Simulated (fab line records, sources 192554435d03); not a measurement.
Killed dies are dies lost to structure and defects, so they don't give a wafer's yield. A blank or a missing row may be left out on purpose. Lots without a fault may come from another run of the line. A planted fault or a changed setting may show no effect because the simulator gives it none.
Which tool did it? | flow n5_finfet | 12 lots, 36 wafers sampled, at 1 step of a route of 1938

WHAT THE GAUGES READ, wafer by wafer
N5_BEOL_M1_RS_MEAS_58: measures by four-point-probe.
lot  | measured     | on            | M1_RS (ohm/sq)
L075 | day 6 15:08  | film_metro-02 | 0.64 0.64 0.63
L077 | day 7 05:44  | film_metro-02 | 0.62 0.58 0.64
L079 | day 7 13:48  | film_metro-01 | 0.68 0.71 0.67
L081 | day 8 07:49  | film_metro-02 | 0.64 0.70 0.60
L082 | day 8 16:16  | film_metro-02 | 0.68 0.64 0.62
L085 | day 9 22:06  | film_metro-01 | 0.63 0.61 0.63
L087 | day 10 01:26 | film_metro-02 | 0.68 0.68 0.65
L089 | day 10 05:46 | film_metro-02 | 0.65 0.62 0.63
L091 | day 10 16:01 | film_metro-01 | 0.70 0.61 0.61
L093 | day 11 06:28 | film_metro-01 | 0.62 0.63 0.64
L095 | day 11 15:31 | film_metro-01 | 0.65 0.61 0.60
L097 | day 12 17:26 | film_metro-01 | 0.65 0.72 0.62

WHICH TOOL RAN EACH LOT (tool, then ch and the chambers of the sampled wafers, then the start)
The record holds no process step before these readings.

THE ANSWER, worked out from the rows above alone
Rule: what is usual is taken from the lots themselves. Put in order of their means at a reading, lots are off if they are a third of the lots or fewer, leave a main group of 4 or more, and stand apart from it by a gap of 3 or more times the standard deviation of the main group's means; of several such gaps the widest counts. A main group whose means are all the same, to the digits that the tables above print for the reading, isn't used. A lot without any number at a reading at which 4 lots or more have one is off too. The other lots that the step has rows for count as sound.
No lot is off at any reading shown: from this, nothing can be told.

WHAT THE SIMULATOR HAD PUT IN
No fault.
